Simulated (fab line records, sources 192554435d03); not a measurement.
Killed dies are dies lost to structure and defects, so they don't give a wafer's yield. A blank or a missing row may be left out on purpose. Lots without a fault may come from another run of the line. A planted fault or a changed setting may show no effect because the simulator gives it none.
fab line records | flow n5_finfet
record lots=7 wafers=39
route steps=1938 shown FIN_SAQP@116 MOL_CONTACT_COAG@613
start_h: hours from the record's first day to the start of the lot's first wafer shown | wait_h: hours since the lot's step before | " the same as in the row above | L1.1+2: a row that stands for several wafers | - no value, or no start given | * or withheld: withheld | < > ~ a bound
route shown NAME@n: a module of which the file shows steps, and the number in the route of the first | usual: mean/standard deviation of fault-free wafers | same: alike in all rows | chamber/n: place in a boat | sites: the reading at each site | _std_site: their standard deviation | _edge_site: outer sites' mean less inner sites' | radius_mm: how far each site lies from the wafer's centre | mask NAME#n: copy n | behind: the tool/chamber that last shaped the wafer | hold: why the lot was held/for how many hours/how that ended | device: the transistor (n, p or np) that didn't switch | end of line: the same wafers' tests at the end of the route | a step without rows: its recipe alone | killed: dies lost to structure and defects at the first sort, not the wafer's yield | map: a wafer's dies, x killed, . not, _ none there
set.NAME: the setting as run; set.NAME@STEP: as run at that earlier step | model.NAME: the simulator's own value behind a step, which no gauge read
lots whose settings were changed on purpose; a table a step, a row a wafer
## steps
# step N5_FIN_SAQP_ETCH_52
# recipe chemistry=N2/H2 target=SOC target_depth_a=1000 overetch_a=200 mask_material=SiARC temp_c=40 time_s=150 ion_energy_ev=200 pressure_mtorr=30 source_w=840 bias_w=150 n2_flow_sccm=200 h2_flow_sccm=200 ends=end_point
# usual rf_vpp_V=524.7/2.4
# columns lot.wafer tool chamber start_h wait_h set.source_w rf_vpp_V
L074.1 rie_diel-04 1 22.55 0.0 840 523.7
L074.2 " 0 " " 728.4 548.4
L074.3 " 3 " " 840 518.1
L074.4 " 2 " " 728.4 552.6
L074.5 " 1 " " 840 522.5
L074.6 " 0 " " 728.4 548.7
L075.1 rie_diel-02 1 29.51 0.0 840 525.7
L075.3 " 0 " " 840 525.0
L075.4 " 3 " " 840 521.7
L080.1 rie_diel-02 1 59.23 0.0 840 525.1
L080.2 " 2 " " 840 521.1
L080.3 " 3 " " 951.4 501.8
L080.4 " 0 " " 951.4 504.1
L080.5 " 2 " " 840 522.3
L080.6 " 3 " " 951.4 501.5
L085.1 rie_diel-04 1 89.80 0.0 840 523.5
L085.2 " 3 " " 882.8 518.5
L085.3 " 0 " " 882.8 514.7
L085.4 " 2 " " 882.8 518.3
L085.5 " 0 " " 840 523.8
L085.6 " 1 " " 840 522.6
L087.1 rie_diel-05 3 100.87 0.0 840 523.7
L087.2 " 2 " " 840 526.8
L087.3 " 0 " " 840 528.5
L087.4 " 1 " " 840 522.5
L087.5 " 3 " " 840 523.6
L087.6 " 0 " " 840 529.4
L091.1 rie_diel-05 1 124.71 0.0 979.6 496.1
L091.2 " 2 " " 840 526.1
L091.3 " 3 " " 979.6 496.8
L091.4 " 0 " " 979.6 501.2
L091.5 " 3 " " 840 524.4
L091.6 " 2 " " 840 526.5
L097.1 rie_diel-05 3 160.10 0.0 840 522.4
L097.2 " 2 " " 840 526.9
L097.3 " 0 " " 956.2 506.8
L097.4 " 3 " " 956.2 501.6
L097.5 " 2 " " 840 526.3
L097.6 " 0 " " 956.2 505.5
# step N5_MOL_CONTACT_COAG_ETCHBACK_136
# recipe chemistry=CHF3 target=SiO2 target_depth_a=250 time_s=16.7 ion_energy_ev=200 pressure_mtorr=30 source_w=610 bias_w=170 Ar_flow_sccm=200 CHF3_flow_sccm=50
# columns lot.wafer tool chamber start_h wait_h set.target_depth_a
L074.1+3+4 rie_diel-02 0,3,1 102.92 0.0 282.9
L074.2+5+6 " 2,0,3 " " 250
L075.1+3+4 rie_diel-05 2,1,3 111.48 0.0 250
L080.1+2+4 rie_diel-05 0,2,3 148.44 0.0 250
L080.3+5+6 " 1,0,3 " " 267.9
L085.1+4+6 rie_diel-04 2,3,0 170.84 0.0 217.9
L085.2+3+5 " 1,0,1 " " 250
L087.1+3+6 rie_diel-04 1,2,2 190.99 0.0 281
L087.2+4+5 " 3,0,1 " " 250
L091.1+5+6 rie_diel-04 0,0,3 206.03 0.0 264.5
L091.2+3+4 " 1,3,2 " " 250
L097.1+2+5 rie_diel-02 0,1,2 237.81 0.0 250
L097.3+4+6 " 3,2,1 " " 276.8
# step N5_MOL_CONTACT_COAG_STRIP_120
# recipe chemistry=CHF3 resist=SiARC rf_frequency_hz=6e+07
# step N5_MOL_CONTACT_COAG_VIA_ETCH_117
# recipe chemistry=C4F6/O2 target_depth_a=400 overetch_a=80 mask_material=SOC target=SiO2 bias_w=455 pressure_mtorr=10 time_s=26 source_w=325 Ar_flow_sccm=300 C4F6_flow_sccm=10 O2_flow_sccm=10 ion_energy_ev=575.3 ends=end_point
# columns lot.wafer tool chamber start_h wait_h set.target_depth_a@MOL_CONTACT_COAG_ETCHBACK_136 model.etch.depth_nm model.MOL_CONTACT_COAG.feature_depth_nm
L074.1+3 rie_diel-02 0,3 102.96 0.0 282.9 36.85 36.8
L074.2 " 2 " " 250 39.85 39.8
L074.4 " 1 " " 282.9 37.69 37.6
L074.5 " 0 " " 250 40.19 40.2
L074.6 " 3 " " 250 40.39 40.4
L075.1 rie_diel-05 2 111.52 0.0 250 40.3 40.2
L075.3 " 1 " " 250 40.57 40.6
L075.4 " 3 " " 250 40.47 40.4
L080.1 rie_diel-05 0 148.47 0.0 250 39.94 40
L080.2 " 2 " " 250 39.83 39.8
L080.3 " 1 " " 267.9 38.51 38.6
L080.4 " 3 " " 250 39.93 40
L080.5 " 0 " " 267.9 38.13 38.2
L080.6 " 3 " " 267.9 38.4 38.4
L085.1 rie_diel-04 2 170.87 0.0 217.9 43.04 43
L085.2 " 1 " " 250 40.18 40.2
L085.3 " 0 " " 250 40 40
L085.4 " 3 " " 217.9 43.02 43
L085.5 " 1 " " 250 39.87 39.8
L085.6 " 0 " " 217.9 43.1 43
L087.1 rie_diel-04 1 191.02 0.0 281 37.24 37.2
L087.2 " 3 " " 250 39.86 39.8
L087.3 " 2 " " 281 36.71 36.8
L087.4 " 0 " " 250 40.08 40
L087.5 " 1 " " 250 40.3 40.4
L087.6 " 2 " " 281 36.76 36.8
L091.1 rie_diel-04 0 206.06 0.0 264.5 38.51 38.6
L091.2 " 1 " " 250 39.99 40
L091.3 " 3 " " 250 39.9 39.8
L091.4 " 2 " " 250 39.74 39.8
L091.5 " 0 " " 264.5 38.42 38.4
L091.6 " 3 " " 264.5 38.41 38.4
L097.1 rie_diel-02 0 237.84 0.0 250 40.31 40.4
L097.2 " 1 " " 250 39.79 39.8
L097.3 " 3 " " 276.8 37.84 37.8
L097.4 " 2 " " 276.8 37.6 37.6
L097.5 " 2 " " 250 40.07 40
L097.6 " 1 " " 276.8 37 37
## key
split step=N5_FIN_SAQP_ETCH_52 setting=source_w stated=840 by=wafer
response step=N5_FIN_SAQP_ETCH_52 reading=rf_vpp_V change=-1.68 per=1% r=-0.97
split step=N5_MOL_CONTACT_COAG_ETCHBACK_136 setting=target_depth_a stated=250 by=wafer
response step=N5_MOL_CONTACT_COAG_VIA_ETCH_117 reading=model.etch.depth_nm change=-0.239 per=1% r=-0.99
response step=N5_MOL_CONTACT_COAG_VIA_ETCH_117 reading=model.MOL_CONTACT_COAG.feature_depth_nm change=-0.238 per=1% r=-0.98
